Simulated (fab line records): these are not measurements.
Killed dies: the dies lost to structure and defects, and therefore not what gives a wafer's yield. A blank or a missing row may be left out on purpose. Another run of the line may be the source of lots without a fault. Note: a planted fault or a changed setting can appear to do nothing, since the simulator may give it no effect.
Split-lot experiment | flow n5 finfet | 21 wafers read from 7 lots, route of 1938 steps

## THE SPLIT ITSELF
At N5_SD_EPI_P_COAT_34 (time 60 s, resist thk 350 nm), the setting spin rpm was moved away from the recipe's 1500 rpm on 3 of the 21 wafers read, by -6.9% to +6.5%. For the rest of the wafers, this setting stayed at what the recipe calls for.

Reading taken at the split's own step.

## THE READING
SOC_of_SD_EPI_P_COAT_34.thk nm (the simulator's own value, which no gauge read), in nm, at N5_SD_EPI_P_COAT_34 (time 60 s, resist thk 350 nm). There is no usual value for it anywhere in the file. Average 349.9 nm, standard deviation 1.1 nm, over the 18 wafers here run with the recipe.

wafer  | tool, chamber at the split | spin rpm as run, rpm | against the recipe | SOC_of_SD_EPI_P_COAT_34.thk nm, nm | against lot-mates on the recipe
L074.1 | litho track-03, 0          | 1500                 | recipe             | 350.4                              | -
L074.3 | litho track-03, 0          | 1500                 | recipe             | 350.2                              | -
L074.5 | litho track-03, 0          | 1500                 | recipe             | 351.6                              | -
L075.3 | litho track-03, 0          | 1500                 | recipe             | 349.8                              | -
L075.4 | litho track-03, 0          | 1500                 | recipe             | 351.2                              | -
L075.5 | litho track-03, 0          | 1500                 | recipe             | 350.2                              | -
L079.2 | litho track-05, 0          | 1500                 | recipe             | 349.4                              | -
L079.4 | litho track-05, 0          | 1500                 | recipe             | 349.6                              | -
L079.6 | litho track-05, 0          | 1396                 | -6.9%              | 362.4                              | +12.9
L082.2 | litho track-05, 0          | 1500                 | recipe             | 350.2                              | -
L082.5 | litho track-05, 0          | 1500                 | recipe             | 350                                | -
L082.6 | litho track-05, 0          | 1500                 | recipe             | 349.2                              | -
L086.2 | litho track-02, 0          | 1597                 | +6.5%              | 338.2                              | -8.6
L086.4 | litho track-02, 0          | 1500                 | recipe             | 346.8                              | -
L086.6 | litho track-02, 0          | 1597                 | +6.5%              | 336.8                              | -10.0
L091.1 | litho track-05, 0          | 1500                 | recipe             | 350.4                              | -
L091.3 | litho track-05, 0          | 1500                 | recipe             | 351.4                              | -
L091.4 | litho track-05, 0          | 1500                 | recipe             | 351.6                              | -
L092.2 | litho track-03, 0          | 1500                 | recipe             | 349.2                              | -
L092.3 | litho track-03, 0          | 1500                 | recipe             | 348.8                              | -
L092.6 | litho track-03, 0          | 1500                 | recipe             | 349                                | -

FIT RESULTS
A straight line over all 21 wafers: SOC_of_SD_EPI_P_COAT_34.thk nm changes by -1.88 nm for each +1% of spin rpm; r = -0.97; the points scatter about the line by 1.1 nm.
The same after taking each lot's own level away (the mean of its wafers on the recipe; 21 wafers): -1.6 nm for each +1%; r = -0.99; scatter 0.7 nm.
That fit puts the effect of the largest move of spin rpm on the reading at 11 nm.
Measured against the standard deviation above, the lots' own levels, which go from 346.80 to 351.13 nm, span 3.8 times it.
Hence the slope depends on the lot-to-lot level, as the two fits are not the same.
Check: +9.97 nm against its lot-mates is what the line predicts for one of the wafers moved furthest among these (-6.9%) when that wafer is left out of the fit. Against them it came out at +12.9 nm.

## OTHER SPLITS ON THESE WAFERS
These wafers also went through other splits before the reading. Each is held against what the fit with the lots' levels taken away leaves over:
other split on the same wafers | wafers away from the commonest value | r with SOC_of_SD_EPI_P_COAT_34.thk nm (lot level and that fit taken away)
N5_WELL_APT_COAT_19 spin rpm   | 6                                    | +0.03
N5_WELL_APT_PEB_23 peb temp c  | 8                                    | +0.22
N5_FIN_SAQP_ETCH_65 time s     | 10                                   | +0.18
N5_FIN_CUT_CUT_ETCH_15 time s  | 10                                   | -0.05
N5_DUMMY_GATE_COAT_28 spin rpm | 5                                    | -0.34
N5_DUMMY_GATE_DESCUM_20 time s | 6                                    | +0.07
N5_SD_EPI_N_EPI_21 time s      | 11                                   | +0.28

## FILE'S OWN FIT
SOC_of_SD_EPI_P_COAT_34.thk nm changes by -1.66 nm for each +1% of spin rpm, r = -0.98.
